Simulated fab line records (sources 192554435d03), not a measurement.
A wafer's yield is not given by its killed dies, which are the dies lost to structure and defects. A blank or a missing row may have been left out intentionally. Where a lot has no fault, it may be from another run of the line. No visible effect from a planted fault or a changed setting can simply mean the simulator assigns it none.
fab line records | flow n5-finfet
record lots=6 wafers=17 last-day=17
route steps=1938 shown BEOL_M1@835 BEOL_M2@841 BEOL_M4@1111 PASSIVATION@1936
lots with no fault: from the same line, run without faults
start-h: hours from the record's opening day to when the first of the lot's shown wafers began | wait-h: hours since the lot's step before | " identical to the entry in the row above | L1.1+2: a row that stands for several wafers | - either no value or no given start | * or withheld: withheld | < > ~ a bound
route shown NAME@n: NAME is a module with steps in the file, n the number in the route of the first one | usual: mean/standard deviation of fault-free wafers | same: alike in all rows | chamber/n: place in a boat | sites: readings site by site | _std_site: their standard deviation | _edge_site: inner sites' mean taken away from outer sites' mean | radius-mm: for every site, how far away it sits from the centre of the wafer | mask NAME#n: copy n | behind: the tool/chamber that last shaped the wafer | hold: reason for holding the lot/hours on hold/outcome of the hold | device: whichever transistor did not switch (one of n, p or np) | end of line: the tests these same wafers got at the end of their route | where a step has no rows: the recipe by itself | killed: not the wafer's yield, but the dies lost to structure and defects at the first sort | map: a wafer's dies, x killed, . not, _ none there
set.NAME: setting as actually run; set.NAME@STEP: the setting as run at that earlier step | model.NAME: the simulator's own value behind a step, which no gauge read
certain route steps with their lots: each step a table, each wafer a row
services: from which hour (start-h, from the record's first day; less than 0 if before it) a tool's chamber was out of use, for how many hours, and why
## steps
# step N5_BEOL_M1_PRE_CLEAN_60
# recipe gas=NH3/H2 time-s=15 temp-c=* rf-power-w=300
# usual heater-power-w=92/16
# columns lot.wafer tool chamber start-h wait-h heater-power-w
L910.1 cvd-co-01 0 155.73 0.0 66
L910.3 " 2 " " 97
L910.4 " 0 " " 68
L911.1 cvd-co-02 0 165.08 0.0 107
L911.5 " 0 " " 106
L911.6 " 1 " " 117
L913.1 cvd-co-02 1 178.42 0.0 115
L913.5 " 2 " " 79
L913.6 " 0 " " 106
L922.1 cvd-co-01 2 223.83 0.0 96
L922.3 " 1 " " 91
L925.1 cvd-co-02 1 240.01 0.0 115
L925.2 " 2 " " 81
L925.3 " 0 " " 106
L927.2 cvd-co-02 2 257.30 0.0 81
L927.4 " 1 " " 116
L927.5 " 0 " " 102
# step N5_BEOL_M1_CO_CAP_55
# recipe material=Co target-thk-a=20 temp-c=200 precursor=CCTBA/H2 pressure-torr=30 time-s=102.1
# usual heater-power-w=245/20
# columns lot.wafer tool chamber start-h wait-h heater-power-w
L910.1 cvd-co-01 0 155.77 0.0 209
L910.3 " 2 " " 243
L910.4 " 0 " " 215
L911.1 cvd-co-02 0 165.12 0.0 250
L911.5 " 0 " " 262
L911.6 " 1 " " 271
L913.1 cvd-co-02 1 178.46 0.0 278
L913.5 " 2 " " 227
L913.6 " 0 " " 256
L922.1 cvd-co-01 2 223.87 0.0 253
L922.3 " 1 " " 241
L925.1 cvd-co-02 1 240.05 0.0 268
L925.2 " 2 " " 225
L925.3 " 0 " " 259
L927.2 cvd-co-02 2 257.34 0.0 226
L927.4 " 1 " " 277
L927.5 " 0 " " 258
# step N5_BEOL_M1_PRE_CLEAN_56
# recipe gas=NH3 time-s=15 temp-c=withheld rf-power-w=300
# step N5_BEOL_M1_DEP_57
# recipe material=SiCN target-thk-a=80 temp-c=withheld precursor=3MS/NH3 pressure-torr=3 rf-w=202 time-s=14
# usual showerhead-plenum-p-Torr=3.669/0.015 throttle-valve-pct=9.3/0.46
# columns lot.wafer tool chamber start-h wait-h showerhead-plenum-p-Torr throttle-valve-pct
L910.1 pecvd-01 1 155.89 0.0 3.679 10.1
L910.3 " 0 " " 3.647 9.3
L910.4 " 2 " " 3.679 9.1
L911.1 pecvd-04 1 165.23 0.0 3.647 9.4
L911.5 " 1 " " 3.640 9.1
L911.6 " 2 " " 3.683 8.5
L913.1 pecvd-02 2 178.57 0.0 3.677 9.3
L913.5 " 1 " " 3.675 9.9
L913.6 " 2 " " 3.679 9.3
L922.1 pecvd-04 0 223.98 0.0 3.666 9.7
L922.3 " 1 " " 3.647 9.1
L925.1 pecvd-02 1 240.18 0.0 3.669 9.4
L925.2 " 2 " " 3.690 9.0
L925.3 " 1 " " 3.679 9.2
L927.2 pecvd-01 0 257.46 0.0 3.655 9.8
L927.4 " 2 " " 3.672 8.8
L927.5 " 1 " " 3.680 10.1
# step N5_BEOL_M1_RS_MEAS_58
# recipe thk-meas-gauge=four-point-probe reads=Co_of_BEOL_M1_CO_CAP_55+Cu_of_BEOL_M1_ECD_50+Co_of_BEOL_M1_CVD_47+TaN_of_BEOL_M1_ALD_84
# usual M1_RS=0.67/0.03
# columns lot.wafer tool chamber start-h wait-h M1_RS[ohm/sq]
L910.1 film-metro-01 - 155.96 0.0 0.68
L910.3 " - " " 0.66
L910.4 " - " " 0.72
L911.1 film-metro-01 - 165.31 0.1 0.66
L911.5 " - " " 0.64
L911.6 " - " " 0.64
L913.1 film-metro-01 - 178.64 0.0 0.67
L913.5 " - " " 0.65
L913.6 " - " " 0.65
L922.1 film-metro-01 - 224.05 0.1 0.72
L922.3 " - " " 0.70
L925.1 film-metro-02 - 240.27 0.1 0.66
L925.2 " - " " 0.65
L925.3 " - " " 0.72
L927.2 film-metro-01 - 257.53 0.1 0.70
L927.4 " - " " 0.72
L927.5 " - " " 0.65
# step N5_BEOL_M1_INSPECT_59
# recipe inspect-instrument=darkfield mode=post-dep
# usual raw-defect-count=77/29
# columns lot.wafer tool chamber start-h wait-h raw-defect-count
L910.1 defect-inspect-02 - 155.98 0.0 110
L910.3 " - " " 72
L910.4 " - " " 53
L911.1 defect-inspect-02 - 165.34 0.0 82
L911.5 " - " " 83
L911.6 " - " " 95
L913.1 defect-inspect-01 - 178.67 0.0 108
L913.5 " - " " 103
L913.6 " - " " 101
L922.1 defect-inspect-02 - 224.08 0.0 52
L922.3 " - " " 49
L925.1 defect-inspect-02 - 240.29 0.0 57
L925.2 " - " " 61
L925.3 " - " " 71
L927.2 defect-inspect-01 - 257.55 0.0 133
L927.4 " - " " 104
L927.5 " - " " 76
# step N5_BEOL_M2_ILD_DEP_00
# recipe material=SiOC target-thk-a=790 temp-c=350 precursor=DEMS/O2 pressure-torr=5 rf-w=500 time-s=15.3
# usual heater-power-w=504/84 showerhead-plenum-p-Torr=5.697/0.015 throttle-valve-pct=12.2/0.57
# columns lot.wafer tool chamber start-h wait-h heater-power-w showerhead-plenum-p-Torr throttle-valve-pct
L910.1 pecvd-03 2 156.02 0.0 437 5.675 12.2
L910.3 " 1 " " 547 5.686 12.4
L910.4 " 1 " " 558 5.674 12.4
L911.1 pecvd-01 0 165.37 0.0 352 5.685 12.9
L911.5 " 1 " " 510 5.727 13.3
L911.6 " 2 " " 486 5.710 11.8
L913.1 pecvd-03 2 178.70 0.0 509 5.684 11.9
L913.5 " 0 " " 566 5.696 11.8
L913.6 " 2 " " 409 5.685 11.7
L922.1 pecvd-03 0 224.12 0.0 598 5.700 11.9
L922.3 " 0 " " 583 5.711 12.0
L925.1 pecvd-03 2 240.33 0.0 504 5.682 11.3
L925.2 " 1 " " 550 5.678 12.5
L925.3 " 0 " " 563 5.712 11.8
L927.2 pecvd-03 1 257.59 0.0 632 5.683 12.5
L927.4 " 2 " " 442 5.683 11.3
L927.5 " 0 " " 529 5.712 11.8
# step N5_BEOL_M2_THK_MEAS_01
# recipe reads=SiOC_of_BEOL_M2_ILD_DEP_00
# usual M2_ILD_THK=79.0/1.1
# columns lot.wafer tool chamber start-h wait-h M2_ILD_THK[nm]
L910.1 film-metro-01 - 156.09 0.0 79.3
L910.3 " - " " 79.8
L910.4 " - " " 81.7
L911.1 film-metro-01 - 165.44 0.0 77.9
L911.5 " - " " 79.1
L911.6 " - " " 80.6
L913.1 film-metro-01 - 178.77 0.0 78.4
L913.5 " - " " 78.8
L913.6 " - " " 80.3
L922.1 film-metro-01 - 224.20 0.1 78.2
L922.3 " - " " 79.6
L925.1 film-metro-01 - 240.40 0.0 78.0
L925.2 " - " " 79.8
L925.3 " - " " 77.2
L927.2 film-metro-01 - 257.66 0.1 78.4
L927.4 " - " " 79.3
L927.5 " - " " 78.4
# step N5_BEOL_M2_PECVD_72
# recipe material=SiO2 target-thk-a=160 temp-c=400 precursor=TEOS/O2 pressure-torr=5.5 rf-w=450 teos-flow-sccm=53.8 gas=O2 flow-sccm=3000 time-s=18
# usual heater-power-w=741/120 showerhead-plenum-p-Torr=8.81/0.055 throttle-valve-pct=23.1/0.97
# columns lot.wafer tool chamber start-h wait-h heater-power-w showerhead-plenum-p-Torr throttle-valve-pct
L910.1 pecvd-01 0 156.12 0.0 505 8.71 23.6
L910.3 " 2 " " 759 8.86 21.9
L910.4 " 2 " " 746 8.83 21.8
L911.1 pecvd-02 0 165.48 0.0 769 8.86 22.4
L911.5 " 0 " " 767 8.87 22.3
L911.6 " 2 " " 703 8.86 22.6
L913.1 pecvd-02 1 178.81 0.0 866 8.83 23.6
L913.5 " 1 " " 869 8.81 23.5
L913.6 " 0 " " 784 8.86 22.5
L922.1 pecvd-01 2 224.24 0.0 790 8.86 22.0
L922.3 " 1 " " 763 8.85 24.9
L925.1 pecvd-02 1 240.43 0.0 825 8.84 23.6
L925.2 " 2 " " 577 8.85 22.9
L925.3 " 1 " " 803 8.84 23.4
L927.2 pecvd-01 1 257.69 0.0 762 8.86 25.1
L927.4 " 0 " " 515 8.71 23.7
L927.5 " 1 " " 758 8.85 25.2
# step N5_BEOL_M2_HM_DEP_02
# recipe material=TiN target-thk-a=200 temp-c=25 chamber-pressure-pa=0.49996
# step N5_BEOL_M2_COAT_61
# recipe resist=SOC temp-c=250 time-s=60 spin-rpm=1500 resist-thk-nm=60
# step N5_BEOL_M2_COAT_62
# recipe resist=SiARC temp-c=220 time-s=60 spin-rpm=1500 resist-thk-nm=12
# step N5_BEOL_M2_COAT_73
# recipe resist=underlayer temp-c=205 time-s=60 spin-rpm=1500 resist-thk-nm=5
# usual heater-power-total-W=391.5/1.3 plate-temp-C=204.98/0.14
# columns lot.wafer tool chamber start-h wait-h heater-power-total-W plate-temp-C
L910.1 litho-track-05 0 157.69 - 391.6 205.04
L910.3 " 0 " " 392.2 204.90
L910.4 " 0 " " 393.3 205.05
L911.1 litho-track-02 0 165.72 - 390.2 204.86
L911.5 " 0 " " 391.0 204.95
L911.6 " 0 " " 392.8 205.02
L913.1 litho-track-02 0 181.01 - 392.4 204.87
L913.5 " 0 " " 389.5 204.80
L913.6 " 0 " " 392.4 204.96
L922.1 litho-track-04 0 226.23 - 391.9 205.16
L922.3 " 0 " " 393.9 205.21
L925.1 litho-track-04 0 241.56 - 421.2 217.87
L925.2 " 0 " " 422.7 217.87
L925.3 " 0 " " 422.4 217.71
L927.2 litho-track-04 0 258.04 - 422.1 217.57
L927.4 " 0 " " 420.9 217.49
L927.5 " 0 " " 419.0 217.43
# step N5_BEOL_M2_COAT_05
# recipe resist=CAR-EUV spin-rpm=1500 resist-thk-nm=30
# step N5_BEOL_M4_RC_MEAS_101
# usual DIBL_N=36.3/1.7 DIBL_P=36.0/1.9 IOFF_N=0.156/0.028 IOFF_P=0.21/0.036 ION_N=675/11 ION_P=463/7.8 SS_N=71.6/0.59 SS_P=73.2/0.63 VT_N=250/3.1 VT_P=-251/3.4
# columns lot.wafer tool chamber start-h wait-h DIBL_N[mV/V] DIBL_P[mV/V] IOFF_N[nA/um] IOFF_P[nA/um] ION_N[uA/um] ION_P[uA/um] SS_N[mV/dec] SS_P[mV/dec] VT_N[mV] VT_P[mV]
L910.1 prober-01 0 193.28 0.0 37.5 36.0 0.159 0.22 682 468 72.1 73.4 248 -247
L910.3 " 0 " " 37.4 36.1 0.158 0.23 677 461 71.7 73.6 248 -249
L910.4 " 0 " " 36.7 34.1 0.146 0.20 681 465 71.4 73.0 249 -251
L911.1 prober-02 0 193.76 0.0 36.7 36.4 0.168 0.23 689 466 72.1 73.2 247 -246
L911.5 " 0 " " 35.6 35.1 0.152 0.21 665 458 72.5 72.3 252 -248
L911.6 " 0 " " 33.8 33.5 0.119 0.19 667 469 70.8 72.7 253 -249
L913.1 prober-01 0 210.38 0.0 35.3 33.3 0.125 0.17 649 447 72.1 73.0 256 -252
L913.5 " 0 " " 35.6 35.3 0.138 0.20 669 467 71.2 73.0 250 -248
L913.6 " 0 " " 35.7 35.2 0.143 0.19 672 464 70.7 73.3 252 -251
L922.1 prober-01 0 255.47 0.0 40.3 40.6 0.219 0.22 683 459 72.0 74.6 247 -251
L922.3 " 0 " " 38.3 38.9 0.166 0.20 677 467 72.4 74.2 249 -251
L925.1 prober-02 0 280.27 0.0 36.1 35.6 0.148 0.19 678 459 71.6 73.5 251 -254
L925.2 " 0 " " 35.2 34.8 0.142 0.19 672 459 70.8 73.3 251 -251
L925.3 " 0 " " 37.6 37.7 0.175 0.23 683 466 71.3 74.0 248 -252
L927.2 prober-01 0 298.89 0.2 35.6 33.2 0.121 0.18 673 459 71.5 72.8 254 -252
L927.4 " 0 " " 36.3 36.1 0.139 0.22 681 472 71.4 72.8 254 -248
L927.5 " 0 " " 38.0 37.4 0.165 0.24 673 470 71.2 73.8 251 -249
# step N5_PASSIVATION_PROBE_49
# usual defect-limited-yield=91.5/1.5 killed_at_M0_to_M3=30/11 killed_at_M4_up=13/4.9 killed-at-contacts=14/6.5 killed-at-front-end=40/11 killed-at-other=3.3/2.7 killed-dies=100/18 killed-on-rim=13/3.8 killed-open=67/14 killed-short=32/7.8 sort_bin_5_function=5.0/0.97 sort_bin_6_memory=3.2/0.75 sort-n-pass=1080/18 sort-yield-pct=91.5/1.5
# same gross-dies=1180 killed-at-back-side=0 sort_bin_4_leakage[%]=0 sort_bin_8_speed[%]=0
# columns lot.wafer tool chamber start-h wait-h defect-limited-yield[%] killed_at_M0_to_M3 killed_at_M4_up killed-at-contacts killed-at-front-end killed-at-other killed-dies killed-on-rim killed-open killed-short sort_bin_5_function[%] sort_bin_6_memory[%] sort-n-pass sort-yield-pct[%]
L910.1 prober-02 - 300.44 0.0 92.4 28 10 14 38 0 90 10 56 26 4.5 2.4 1090 92.4
L910.3 prober-02 - 300.54 0.1 91.2 43 15 9 34 3 104 14 67 36 5.5 3.1 1076 91.2
L910.4 prober-02 - 300.59 0.2 90.2 37 16 15 44 4 116 14 82 33 6.4 2.9 1064 90.2
L911.1 prober-02 - 306.51 0.0 91.1 24 11 41 25 4 105 11 73 32 5.0 3.5 1075 91.1
L911.5 prober-02 - 306.71 0.2 89.7 43 5 28 38 8 122 18 82 39 5.8 4.1 1058 89.7
L911.6 prober-02 - 306.76 0.3 90.9 35 9 20 40 3 107 11 74 32 6.0 2.8 1073 90.9
L913.1 prober-01 - 316.14 0.0 88.4 45 14 38 38 2 137 25 87 50 6.1 4.8 1043 88.4
L913.5 prober-01 - 316.34 0.2 89.0 75 9 11 31 4 130 14 91 39 6.7 3.8 1050 89.0
L913.6 prober-01 - 316.39 0.3 90.8 30 12 14 49 3 108 21 83 25 5.6 3.3 1072 90.8
L922.1 prober-02 - 370.51 0.8 91.3 37 13 3 46 4 103 7 66 37 4.7 3.6 1077 91.3
L922.3 prober-02 - 370.61 0.9 90.6 42 12 6 48 3 111 9 73 38 6.3 2.8 1069 90.6
L925.1 prober-01 - 384.91 0.0 91.9 41 11 20 23 1 96 13 72 24 4.5 3.2 1084 91.9
L925.2 prober-01 - 384.96 0.1 93.4 25 8 11 33 1 78 10 55 22 4.0 2.2 1102 93.4
L925.3 prober-01 - 385.01 0.1 91.0 39 12 16 39 0 106 14 82 23 4.9 3.9 1074 91.0
L927.2 prober-01 - 399.02 0.1 91.9 40 4 16 28 7 95 8 67 28 5.3 2.5 1085 91.9
L927.4 prober-01 - 399.12 0.2 93.8 27 7 8 31 0 73 11 46 27 4.0 2.0 1107 93.8
L927.5 prober-01 - 399.17 0.2 93.0 31 11 17 20 4 83 10 58 23 4.6 2.5 1097 93.0
# killed by level:class
L910.1 MOL_CONTACT_COAG:geometric-particle:open=10 BEOL_M0_SAQP:geometric-particle:open=9 FIN_SAQP:geometric-particle:short=8 STI_FIN_REVEAL:geometric-particle:open=8 BEOL_M3:geometric-particle:open=8 HKMG_FIN:area-etch=8 BEOL_M1:geometric-particle:open=5 BEOL_M4:geometric-particle:open=5
L910.3 BEOL_M3:geometric-particle:open=9 BEOL_M0_SAQP:geometric-particle:open=8 BEOL_M4:geometric-particle:open=8 FIN_SAQP:geometric-particle:short=7 STI_FIN_REVEAL:geometric-particle:open=7 MOL_CONTACT_COAG:geometric-particle:open=7 BEOL_M0_SAQP:geometric-particle:short=7 GATE_CUT:geometric-particle:short=6
L910.4 BEOL_M3:geometric-particle:open=12 MOL_CONTACT_COAG:geometric-particle:open=11 STI_FIN_REVEAL:geometric-particle:open=8 BEOL_M0_SAQP:geometric-particle:open=8 BEOL_M4:geometric-particle:open=8 FIN_SAQP:geometric-particle:open=6 DUMMY_GATE:geometric-particle:open=6 BEOL_M0_SAQP:geometric-particle:short=6
L911.1 MOL_CONTACT_COAG:geometric-particle:open=28 MOL_CONTACT_COAG:geometric-particle:short=13 BEOL_M3:geometric-particle:open=8 DUMMY_GATE:geometric-particle:open=7 BEOL_M2:geometric-particle:open=5 ILD0:geometric-particle:short=4 BEOL_M0_SAQP:geometric-particle:open=4 FIN_SAQP:geometric-particle:open=3
L911.5 MOL_CONTACT_COAG:geometric-particle:open=23 BEOL_M0_SAQP:geometric-particle:open=13 BEOL_M0_SAQP:geometric-particle:short=11 FIN_SAQP:geometric-particle:open=9 FIN_SAQP:geometric-particle:short=6 DUMMY_GATE:geometric-particle:open=5 MOL_CONTACT_COAG:geometric-particle:short=5 BEOL_M2:geometric-particle:open=5
L911.6 MOL_CONTACT_COAG:geometric-particle:open=17 BEOL_M3:geometric-particle:open=11 STI_FIN_REVEAL:geometric-particle:open=7 BEOL_M0_SAQP:geometric-particle:open=7 BEOL_M2:geometric-particle:open=7 FIN_SAQP:geometric-particle:short=6 BEOL_M0_SAQP:geometric-particle:short=6 GATE_CUT:geometric-particle:short=5
L913.1 MOL_CONTACT_COAG:geometric-particle:open=30 FIN_SAQP:geometric-particle:open=12 BEOL_M0_SAQP:geometric-particle:short=12 FIN_SAQP:geometric-particle:short=9 MOL_CONTACT_COAG:geometric-particle:short=8 BEOL_M2:geometric-particle:open=8 BEOL_M0_SAQP:geometric-particle:open=7 GATE_CUT:geometric-particle:short=5
L913.5 BEOL_M1:geometric-particle:open=18 BEOL_M0_SAQP:geometric-particle:open=15 BEOL_M0_SAQP:geometric-particle:short=14 BEOL_M2:geometric-particle:open=10 BEOL_M3:geometric-particle:open=10 STI_FIN_REVEAL:geometric-particle:open=9 MOL_CONTACT_COAG:geometric-particle:open=9 GATE_CUT:geometric-particle:open=6
L913.6 FIN_SAQP:geometric-particle:open=15 MOL_CONTACT_COAG:geometric-particle:open=11 STI_FIN_REVEAL:geometric-particle:open=7 BEOL_M0:geometric-particle:open=7 BEOL_M1:geometric-particle:open=7 FIN_SAQP:geometric-particle:short=6 DUMMY_GATE:geometric-particle:open=6 GATE_CUT:geometric-particle:open=4
L922.1 FIN_SAQP:geometric-particle:open=13 FIN_SAQP:geometric-particle:short=12 DUMMY_GATE:geometric-particle:open=7 BEOL_M1:geometric-particle:short=7 BEOL_M0_SAQP:geometric-particle:short=6 BEOL_M2:geometric-particle:open=6 STI_FIN_REVEAL:geometric-particle:open=5 BEOL_M0_SAQP:geometric-particle:open=5
L922.3 FIN_SAQP:geometric-particle:open=12 STI_FIN_REVEAL:geometric-particle:open=12 BEOL_M2:geometric-particle:open=11 FIN_SAQP:geometric-particle:short=9 BEOL_M0_SAQP:geometric-particle:open=9 BEOL_M1:geometric-particle:open=8 BEOL_M4:geometric-particle:open=6 STARTING-WAFER:geometric-particle:short=6
L925.1 MOL_CONTACT_COAG:geometric-particle:open=18 BEOL_M3:geometric-particle:open=11 FIN_SAQP:geometric-particle:open=9 BEOL_M0_SAQP:geometric-particle:short=9 BEOL_M0_SAQP:geometric-particle:open=7 FIN_SAQP:geometric-particle:short=6 BEOL_M1:geometric-particle:open=5 BEOL_M2:geometric-particle:open=5
L925.2 BEOL_M2:geometric-particle:open=13 MOL_CONTACT_COAG:geometric-particle:open=9 STI_FIN_REVEAL:geometric-particle:open=7 DUMMY_GATE:geometric-particle:open=5 BEOL_M1:geometric-particle:open=5 FIN_SAQP:geometric-particle:short=4 FIN_SAQP:geometric-particle:open=3 STI_FIN_REVEAL:geometric-particle:short=3
L925.3 BEOL_M1:geometric-particle:open=22 MOL_CONTACT_COAG:geometric-particle:open=16 FIN_SAQP:geometric-particle:open=11 FIN_SAQP:geometric-particle:short=7 GATE_CUT:geometric-particle:short=5 BEOL_M2:geometric-particle:open=5 DUMMY_GATE:geometric-particle:open=4 BEOL_M3:geometric-particle:open=4
L927.2 MOL_CONTACT_COAG:geometric-particle:open=13 BEOL_M3:geometric-particle:open=11 BEOL_M1:geometric-particle:open=11 STI_FIN_REVEAL:geometric-particle:open=7 BEOL_M0_SAQP:geometric-particle:short=7 STI_FIN_REVEAL:geometric-particle:short=6 FIN_SAQP:geometric-particle:open=4 BEOL_M1:geometric-particle:short=4
L927.4 BEOL_M3:geometric-particle:open=14 FIN_SAQP:geometric-particle:short=6 MOL_CONTACT_COAG:geometric-particle:open=6 FIN_SAQP:geometric-particle:open=5 BEOL_M1:geometric-particle:open=4 BEOL_M4:geometric-particle:open=4 GATE_CUT:geometric-particle:short=4 STARTING-WAFER:geometric-particle:short=4
L927.5 MOL_CONTACT_COAG:geometric-particle:open=16 BEOL_M1:geometric-particle:open=12 BEOL_M3:geometric-particle:open=8 STI_FIN_REVEAL:geometric-particle:open=5 FIN_SAQP:geometric-particle:short=4 BEOL_M0_SAQP:geometric-particle:open=4 DUMMY_GATE:geometric-particle:open=3 STARTING-WAFER:geometric-particle:short=3
## services
# columns tool chamber start-h hours kind
pecvd-01 - 160.34 2.7 repair
pecvd-04 - 169.48 6.0 pm
pecvd-02 - 181.92 2.8 pm
pecvd-01 2 184.32 17.0 repair
pecvd-03 2 202.56 - clean
pecvd-03 2 202.56 - consumable-replace:showerhead
pecvd-03 2 202.56 29.0 scheduled-down
pecvd-03 2 202.56 29.0 vent-cycle
pecvd-02 1 202.94 2.1 scheduled-down
pecvd-02 - 207.67 14.6 pm
pecvd-03 0 209.72 2.1 scheduled-down
cvd-co-01 - 210.25 2.8 pm
cvd-co-02 - 231.13 0.6 repair
pecvd-03 - 231.62 0.9 repair
pecvd-02 0 234.62 16.0 repair
cvd-co-02 1 245.07 4.7 repair
## key
first-sign step=N5_BEOL_M2_COAT_73 reading=plate-temp-C direction=up sigmas=87 usual=* struck=*
effect step=N5_BEOL_M2_COAT_73 reading=heater-power-total-W direction=up sigmas=23 usual=* struck=*
met-at N5_BEOL_M2_COAT_73
struck-wafers L925.1,L925.2,L925.3,L927.2,L927.4,L927.5
onset-between 226.23 241.56
fault kind=process-parameter-drift tool=litho-track-04 chamber=- onset-h=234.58 steps=N5_BEOL_M2_COAT_73 channel=temp-c offset=* shape=step end-h=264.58 acts-in=* stated=*
